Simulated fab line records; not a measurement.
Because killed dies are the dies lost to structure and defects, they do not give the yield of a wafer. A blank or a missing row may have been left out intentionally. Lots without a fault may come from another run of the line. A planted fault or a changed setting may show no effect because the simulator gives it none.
Chamber matching -- flow n5Finfet -- 4 sister chambers for N5_BEOL_M4_STRIP_19 on rieDiel-02
The step strips in O2. 4 wafers are shown with their chamber, then 12 later ones without.

## WAFERS, EACH WITH ITS CHAMBER
wafer,chamber,showerheadPlenumPTorr (Torr)
L089.3,3,2.04
L092.1,0,2.23
L092.2,2,2.13
L092.5,1,2.02

## WAFERS WITHOUT THEIR CHAMBER
wafer,showerheadPlenumPTorr (Torr)
L091.1,2.03
L091.4,2.13
L091.5,2.02
L093.1,2.03
L093.3,2.23
L093.4,2.13
L094.2,2.22
L094.3,2.13
L094.6,2.02
L096.1,2.02
L096.4,2.22
L096.5,2.02

## WHICH CHAMBER EACH WENT THROUGH
wafer,from the rows above,in truth
L091.1,can't be placed: 1 or 3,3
L091.4,2,2
L091.5,1,1
L093.1,can't be placed: 1 or 3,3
L093.3,0,0
L093.4,2,2
L094.2,0,0
L094.3,2,2
L094.6,1,1
L096.1,1,1
L096.4,0,0
L096.5,1,1
10 of 12 placed correctly. These rows do not allow placing 2 (true chamber among the candidates in 2). 0 placed wrongly.
How it was worked out, from the rows above alone: a wafer's distance from a chamber is the root of the sum, over the readings, of the square of ((its reading less the chamber's mean) divided by the reading's scatter). The wafer belongs to the nearest chamber; if the next one is less than 2 further off, it can't be placed. Each chamber's mean is taken over the wafers shown for it. The scatter: with one shown wafer a chamber, the root of the mean of the squares of how far each hidden wafer lies from its nearest shown one.
